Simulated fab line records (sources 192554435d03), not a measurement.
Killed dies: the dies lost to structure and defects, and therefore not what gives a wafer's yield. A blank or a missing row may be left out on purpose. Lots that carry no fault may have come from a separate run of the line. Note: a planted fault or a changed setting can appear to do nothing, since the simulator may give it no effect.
Matching of chambers / flow n5 finfet / N5_DUMMY_GATE_STRIP_40 on rie diel-03: 4 sister chambers
The step strips in CF4. 18 wafers are shown with their chamber, then 9 later ones without.

## WAFERS WITH THEIR CHAMBER
wafer=L075.2; chamber=0; showerhead plenum p Torr (Torr)=1.72; drypump motor current A (A)=4.9; throttle valve pct (%)=13.73
wafer=L075.4; chamber=2; showerhead plenum p Torr (Torr)=1.87; drypump motor current A (A)=6.1; throttle valve pct (%)=13.73
wafer=L075.6; chamber=0; showerhead plenum p Torr (Torr)=1.72; drypump motor current A (A)=4.9; throttle valve pct (%)=13.72
wafer=L076.1; chamber=0; showerhead plenum p Torr (Torr)=1.72; drypump motor current A (A)=4.9; throttle valve pct (%)=13.73
wafer=L076.4; chamber=3; showerhead plenum p Torr (Torr)=1.77; drypump motor current A (A)=6.3; throttle valve pct (%)=14.05
wafer=L076.6; chamber=2; showerhead plenum p Torr (Torr)=1.87; drypump motor current A (A)=6.1; throttle valve pct (%)=13.73
wafer=L078.2; chamber=2; showerhead plenum p Torr (Torr)=1.87; drypump motor current A (A)=6.1; throttle valve pct (%)=13.74
wafer=L078.4; chamber=3; showerhead plenum p Torr (Torr)=1.77; drypump motor current A (A)=6.3; throttle valve pct (%)=14.07
wafer=L078.6; chamber=2; showerhead plenum p Torr (Torr)=1.87; drypump motor current A (A)=6.2; throttle valve pct (%)=13.75
wafer=L081.1; chamber=2; showerhead plenum p Torr (Torr)=1.86; drypump motor current A (A)=6.1; throttle valve pct (%)=13.76
wafer=L081.2; chamber=1; showerhead plenum p Torr (Torr)=1.81; drypump motor current A (A)=6.0; throttle valve pct (%)=13.76
wafer=L081.6; chamber=0; showerhead plenum p Torr (Torr)=1.72; drypump motor current A (A)=4.9; throttle valve pct (%)=13.76
wafer=L086.1; chamber=0; showerhead plenum p Torr (Torr)=1.72; drypump motor current A (A)=4.9; throttle valve pct (%)=13.79
wafer=L086.3; chamber=2; showerhead plenum p Torr (Torr)=1.86; drypump motor current A (A)=6.2; throttle valve pct (%)=13.76
wafer=L086.5; chamber=3; showerhead plenum p Torr (Torr)=1.77; drypump motor current A (A)=6.3; throttle valve pct (%)=14.12
wafer=L087.2; chamber=2; showerhead plenum p Torr (Torr)=1.86; drypump motor current A (A)=6.1; throttle valve pct (%)=13.76
wafer=L087.3; chamber=1; showerhead plenum p Torr (Torr)=1.81; drypump motor current A (A)=6.1; throttle valve pct (%)=13.78
wafer=L087.6; chamber=2; showerhead plenum p Torr (Torr)=1.86; drypump motor current A (A)=6.1; throttle valve pct (%)=13.78

SIGNATURES, as means of the wafers listed above
reading=showerhead plenum p Torr; chamber 0=1.7200; chamber 1=1.8100; chamber 2=1.8650; chamber 3=1.7700; scatter within a chamber=0.00378
reading=drypump motor current A; chamber 0=4.900; chamber 1=6.050; chamber 2=6.125; chamber 3=6.300; scatter within a chamber=0.0378
reading=throttle valve pct; chamber 0=13.7460; chamber 1=13.7700; chamber 2=13.7513; chamber 3=14.0800; scatter within a chamber=0.0242
Rule: distance of a wafer from a chamber = root of the sum over the readings of ((wafer's reading minus chamber's mean) / reading's scatter) squared. If the next closest chamber is less than 2 further off than the closest, the wafer can't be placed; otherwise it belongs to the closest. How the scatter is found: for the shown wafers, subtract from each reading the mean of its chamber, square and add these, divide the total by (wafers less chambers), then take the root.

## WAFERS WITH NO CHAMBER GIVEN
wafer=L088.2; showerhead plenum p Torr (Torr)=1.77; drypump motor current A (A)=6.3; throttle valve pct (%)=14.12
wafer=L088.3; showerhead plenum p Torr (Torr)=1.86; drypump motor current A (A)=6.1; throttle valve pct (%)=13.76
wafer=L088.4; showerhead plenum p Torr (Torr)=1.71; drypump motor current A (A)=4.9; throttle valve pct (%)=13.79
wafer=L092.3; showerhead plenum p Torr (Torr)=1.86; drypump motor current A (A)=6.1; throttle valve pct (%)=13.78
wafer=L092.5; showerhead plenum p Torr (Torr)=1.81; drypump motor current A (A)=6.1; throttle valve pct (%)=13.81
wafer=L092.6; showerhead plenum p Torr (Torr)=1.86; drypump motor current A (A)=6.1; throttle valve pct (%)=13.80
wafer=L097.3; showerhead plenum p Torr (Torr)=1.76; drypump motor current A (A)=6.3; throttle valve pct (%)=13.58
wafer=L097.4; showerhead plenum p Torr (Torr)=1.71; drypump motor current A (A)=4.9; throttle valve pct (%)=13.82
wafer=L097.5; showerhead plenum p Torr (Torr)=1.80; drypump motor current A (A)=6.0; throttle valve pct (%)=13.85

## CHAMBER TAKEN BY EACH
wafer=L088.2; from the rows above=3; in truth=3
wafer=L088.3; from the rows above=2; in truth=2
wafer=L088.4; from the rows above=0; in truth=0
wafer=L092.3; from the rows above=2; in truth=2
wafer=L092.5; from the rows above=1; in truth=1
wafer=L092.6; from the rows above=2; in truth=2
wafer=L097.3; from the rows above=1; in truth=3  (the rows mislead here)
wafer=L097.4; from the rows above=0; in truth=0
wafer=L097.5; from the rows above=1; in truth=1
Placed correctly: 8 of 9. Left unplaced by these rows: 0. 1 placed wrongly.
